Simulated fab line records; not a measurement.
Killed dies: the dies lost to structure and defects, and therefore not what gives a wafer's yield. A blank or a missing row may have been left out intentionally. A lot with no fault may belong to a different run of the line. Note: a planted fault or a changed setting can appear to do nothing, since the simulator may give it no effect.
Matching of chambers | flow n5Finfet | N5_FIN_CUT_ETCH_20 on rieDiel-05: 4 sister chambers
The step etches SiARC in CF4, target depth 26 nm, time 43.3 s. 4 wafers are shown with their chamber, then 12 later ones without.

WAFERS PAIRED WITH THEIR CHAMBERS
wafer  | chamber | showerheadPlenumPTorr (Torr)
L087.5 | 0       | 2.22
L090.1 | 2       | 2.08
L090.2 | 1       | 2.27
L090.6 | 3       | 2.10

WAFERS MISSING THEIR CHAMBER
wafer  | showerheadPlenumPTorr (Torr)
L092.1 | 2.10
L092.2 | 2.22
L092.3 | 2.07
L092.4 | 2.27
L092.5 | 2.27
L092.6 | 2.22
L096.1 | 2.07
L096.2 | 2.21
L096.4 | 2.10
L097.3 | 2.27
L097.5 | 2.07
L097.6 | 2.27

CHAMBER TAKEN BY EACH
wafer  | from the rows above | in truth
L092.1 | 3                   | 3
L092.2 | 0                   | 0
L092.3 | 2                   | 2
L092.4 | 1                   | 1
L092.5 | 1                   | 1
L092.6 | 0                   | 0
L096.1 | 2                   | 2
L096.2 | 0                   | 0
L096.4 | 3                   | 3
L097.3 | 1                   | 1
L097.5 | 2                   | 2
L097.6 | 1                   | 1
Correctly placed: 12 of 12. Not placeable from these rows: 0. Number placed wrongly: 0.
How it was worked out, from the rows above alone: a wafer's distance from a chamber is the root of the sum, over the readings, of the square of ((its reading less the chamber's mean) divided by the reading's scatter). If the next closest chamber is less than 2 further off than the closest, the wafer can't be placed; otherwise it belongs to the closest. Each chamber's mean is taken over the wafers shown for it. The scatter (one wafer shown for each chamber): square how far every hidden wafer sits from the nearest shown wafer, average those squares and take the square root.
